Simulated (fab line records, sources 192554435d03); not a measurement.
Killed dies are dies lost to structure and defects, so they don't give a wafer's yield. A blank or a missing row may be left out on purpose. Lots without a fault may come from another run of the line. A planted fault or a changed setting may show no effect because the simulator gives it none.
One fault seen from 3 desks | flow n5_finfet | each desk has only its own numbers; what lay behind them comes last

THE TOOL OWNER'S DESK: wet_bench-01
The tool's own readings at N5_SD_EPI_P_PRECLEAN_24 (cleans in O3/DIW, time 45 s): means of the sampled wafers that have a number, for each lot that ran on this tool. A lot is out of limits, marked OUT, if its mean lies more than 4 standard deviations from the usual mean; the brackets give that distance.
Columns: A = bath_heat_duty_pct at N5_SD_EPI_P_PRECLEAN_24, usual 2.4 %; B = o3_ppm at N5_SD_EPI_P_PRECLEAN_24, usual 10.00
lot  | first seen here | A   | B
L379 | day 3 18:51     | 2.3 | 10.11
L383 | day 5 00:23     | 2.2 | 9.98
L387 | day 5 17:20     | 2.3 | 10.04
L388 | day 5 22:05     | 2.1 | 9.94
L399 | day 9 00:26     | 2.2 | 10.10
This desk's finding: nothing out of limits on any of the 5 lots.

THE DEFECT DESK
What the inspections along the route counted, lot by lot: means of the sampled wafers that have a number. A lot is out of limits, marked OUT, if its mean lies more than 4 standard deviations from the usual mean; the brackets give that distance.
Columns: A = raw_defect_count at N5_SD_EPI_P_INSPECT_26, usual 163
lot  | first seen here | A
L378 | day 3 12:01     | 143
L379 | day 3 18:55     | 187
L383 | day 5 00:27     | 135
L387 | day 5 17:23     | 992 (+26) OUT
L388 | day 5 22:09     | 1029 (+27) OUT
L392 | day 7 01:25     | 162
L395 | day 7 22:31     | 114
L398 | day 8 14:56     | 160
L399 | day 9 00:29     | 201
This desk's finding: out of limits on L387, L388; first on L387, day 5 17:23 (raw_defect_count at N5_SD_EPI_P_INSPECT_26). In limits: L378, L379, L383, L392, L395, L398, L399.

THE METROLOGY DESK
What the gauges read, lot by lot, whatever tool the lot ran on: means of the sampled wafers that have a number. A lot is out of limits, marked OUT, if its mean lies more than 4 standard deviations from the usual mean; the brackets give that distance. Of its 11 readings 7 are shown: those that lie furthest out on some lot.
Columns: A = DIBL_N at N5_BEOL_M4_RC_MEAS_101, usual 36.0 mV/V; B = DIBL_P at N5_BEOL_M4_RC_MEAS_101, usual 36.0 mV/V; C = IOFF_N at N5_BEOL_M4_RC_MEAS_101, usual 0.155 nA/um; D = IOFF_P at N5_BEOL_M4_RC_MEAS_101, usual 0.20 nA/um; E = SS_N at N5_BEOL_M4_RC_MEAS_101, usual 71.5 mV/dec; F = SS_P at N5_BEOL_M4_RC_MEAS_101, usual 73.2 mV/dec; G = VT_P at N5_BEOL_M4_RC_MEAS_101, usual -251.0 mV
lot  | first seen here | A    | B    | C     | D    | E    | F    | G
L378 | day 3 08:13     | 34.9 | 34.5 | 0.130 | 0.16 | 70.7 | 72.5 | -255.5
L379 | day 3 15:04     | 35.1 | 34.1 | 0.118 | 0.18 | 71.1 | 73.0 | -252.2
L383 | day 4 19:37     | 40.5 | 40.1 | 0.216 | 0.27 | 72.5 | 74.4 | -247.3
L387 | day 5 13:35     | 35.4 | 36.6 | 0.148 | 0.21 | 71.2 | 73.8 | -249.5
L388 | day 5 17:29     | 34.7 | 34.8 | 0.151 | 0.21 | 71.2 | 72.9 | -249.7
L392 | day 6 19:38     | 34.0 | 33.3 | 0.133 | 0.20 | 70.6 | 73.2 | -249.6
L395 | day 7 17:50     | 36.2 | 37.7 | 0.159 | 0.19 | 71.8 | 73.6 | -254.7
L398 | day 8 11:07     | 37.6 | 36.7 | 0.168 | 0.22 | 71.6 | 73.8 | -248.0
L399 | day 8 20:23     | 33.6 | 33.1 | 0.129 | 0.18 | 71.0 | 72.4 | -251.0
This desk's finding: nothing out of limits on any of the 9 lots.

PUT TOGETHER
The defect desk could have raised an alarm at day 5 17:23, on L387, L388.
The tool owner's desk saw nothing out of limits.
The metrology desk saw nothing out of limits.
The tool owner's desk has L387, L388 on record, within its limits.
The metrology desk has L387, L388 on record, within its limits.
Of the lots named, all ran N5_SD_EPI_P_PRECLEAN_24 on wet_bench-01.

WHAT THE SIMULATOR HAD PUT IN
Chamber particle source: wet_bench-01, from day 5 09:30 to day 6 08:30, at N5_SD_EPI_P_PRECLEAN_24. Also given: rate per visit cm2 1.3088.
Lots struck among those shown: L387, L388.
Hours from the fault's start to each desk's first reading out of limits: the defect desk, 8.
